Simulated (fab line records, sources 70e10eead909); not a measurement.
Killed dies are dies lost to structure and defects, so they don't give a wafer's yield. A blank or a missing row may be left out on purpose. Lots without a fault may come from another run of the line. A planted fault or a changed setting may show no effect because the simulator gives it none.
Chamber matching | flow nand_harc | NHARC_A_STAIRCASE_ALD_415 on ald_hk-02: 4 sister chambers
The step deposits SiO2, target thk 30 nm, pulse time 6 s, ald cycles 300. 4 wafers are shown with their chamber, then 12 later ones without.

WAFERS WITH THEIR CHAMBER
wafer  | chamber | heater_power_w (W)
L085.5 | 0       | 447
L090.4 | 1       | 435
L093.2 | 2       | 506
L093.6 | 3       | 339

WAFERS WITHOUT THEIR CHAMBER
wafer  | heater_power_w (W)
L093.1 | 444
L093.3 | 421
L093.5 | 440
L095.1 | 342
L095.2 | 419
L095.5 | 418
L095.3 | 512
L095.4 | 450
L095.6 | 501
L097.2 | 455
L097.3 | 335
L097.6 | 505

WHICH CHAMBER EACH WENT THROUGH
wafer  | from the rows above     | in truth
L093.1 | can't be placed: 0 or 1 | 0
L093.3 | can't be placed: 1 or 0 | 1
L093.5 | can't be placed: 1 or 0 | 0
L095.1 | 3                       | 3
L095.2 | can't be placed: 1 or 0 | 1
L095.5 | can't be placed: 1 or 0 | 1
L095.3 | 2                       | 2
L095.4 | can't be placed: 0 or 1 | 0
L095.6 | 2                       | 2
L097.2 | can't be placed: 0 or 1 | 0
L097.3 | 3                       | 3
L097.6 | 2                       | 2
Placed correctly: 5 of 12. Can't be placed from these rows: 7 (the true chamber is among the candidates in 7). Placed wrongly: 0.
How it was worked out, from the rows above alone: a wafer's distance from a chamber is the root of the sum, over the readings, of the square of ((its reading less the chamber's mean) divided by the reading's scatter). The wafer belongs to the nearest chamber; if the next one is less than 2 further off, it can't be placed. A chamber's mean is the mean of its shown wafers. The scatter: with one shown wafer a chamber, the root of the mean of the squares of how far each hidden wafer lies from its nearest shown one.
